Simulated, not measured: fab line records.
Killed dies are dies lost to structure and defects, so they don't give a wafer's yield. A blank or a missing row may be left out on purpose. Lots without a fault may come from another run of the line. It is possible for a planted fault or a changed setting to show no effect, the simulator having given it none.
Which tool is to blame? / flow nand-harc / Sampling: 12 lots, 36 wafers, 2 of 1302 route steps

## WHAT THE GAUGES SHOWED, per wafer
NHARC_A_M0_THK_MEAS_24: measures by xrf.
lot=L075; measured=day 23 02:54; on=film-metro-01; thk-nm (nm)=115.5 112.3 114.4
lot=L077; measured=day 24 03:55; on=film-metro-02; thk-nm (nm)=113.6 110.8 111.1
lot=L080; measured=day 25 15:02; on=film-metro-02; thk-nm (nm)=113.6 113.0 113.2
lot=L081; measured=day 25 18:28; on=film-metro-01; thk-nm (nm)=113.9 115.5 114.5
lot=L083; measured=day 26 14:13; on=film-metro-02; thk-nm (nm)=113.2 113.1 111.5
lot=L084; measured=day 27 08:44; on=film-metro-01; thk-nm (nm)=114.2 115.6 114.7
lot=L087; measured=day 28 04:46; on=film-metro-02; thk-nm (nm)=113.6 114.1 117.3
lot=L090; measured=day 28 21:53; on=film-metro-01; thk-nm (nm)=116.6 113.4 114.7
lot=L092; measured=day 30 01:50; on=film-metro-02; thk-nm (nm)=115.1 112.3 113.6
lot=L094; measured=day 31 01:32; on=film-metro-02; thk-nm (nm)=115.7 113.4 114.2
lot=L095; measured=day 31 21:21; on=film-metro-02; thk-nm (nm)=111.3 113.2 112.4
lot=L097; measured=day 33 06:41; on=film-metro-02; thk-nm (nm)=110.0 112.7 112.4

## WHICH TOOL RAN EACH LOT (tool, then ch and the chambers of the sampled wafers, then the start)
lot=L075; NHARC_A_M0_PVD_21=pvd-sputter-02, day 23 02:54 or earlier
lot=L077; NHARC_A_M0_PVD_21=pvd-sputter-03, day 24 03:55 or earlier
lot=L080; NHARC_A_M0_PVD_21=pvd-sputter-02, day 25 15:02 or earlier
lot=L081; NHARC_A_M0_PVD_21=pvd-sputter-03, day 25 18:28 or earlier
lot=L083; NHARC_A_M0_PVD_21=pvd-sputter-03, day 26 14:13 or earlier
lot=L084; NHARC_A_M0_PVD_21=pvd-sputter-02, day 27 08:44 or earlier
lot=L087; NHARC_A_M0_PVD_21=pvd-sputter-02, day 28 04:46 or earlier
lot=L090; NHARC_A_M0_PVD_21=pvd-sputter-02, day 28 21:53 or earlier
lot=L092; NHARC_A_M0_PVD_21=pvd-sputter-01, day 30 01:50 or earlier
lot=L094; NHARC_A_M0_PVD_21=pvd-sputter-01, day 31 01:32 or earlier
lot=L095; NHARC_A_M0_PVD_21=pvd-sputter-01, day 31 21:21 or earlier
lot=L097; NHARC_A_M0_PVD_21=pvd-sputter-02, day 33 06:41 or earlier
- NHARC_A_M0_PVD_21: deposits Cu, target thk 30 nm, time 20.49 s.

## THE ANSWER, worked out from the rows above alone
Rule: what is usual is taken from the lots themselves. Put in order of their means at a reading, lots are off if they are a third of the lots or fewer, leave a main group of 4 or more, and stand apart from it by a gap of 3 or more times the standard deviation of the main group's means; of several such gaps the widest counts. A main group is skipped when, at the precision printed for the reading in the tables above, its means are all equal. A lot without any number at a reading at which 4 lots or more have one is off too. Any other lot the step has rows for is counted as sound.
No lot is off on any of the readings shown, so nothing can be concluded from this.

## WHAT HAD BEEN PUT IN BY THE SIMULATOR
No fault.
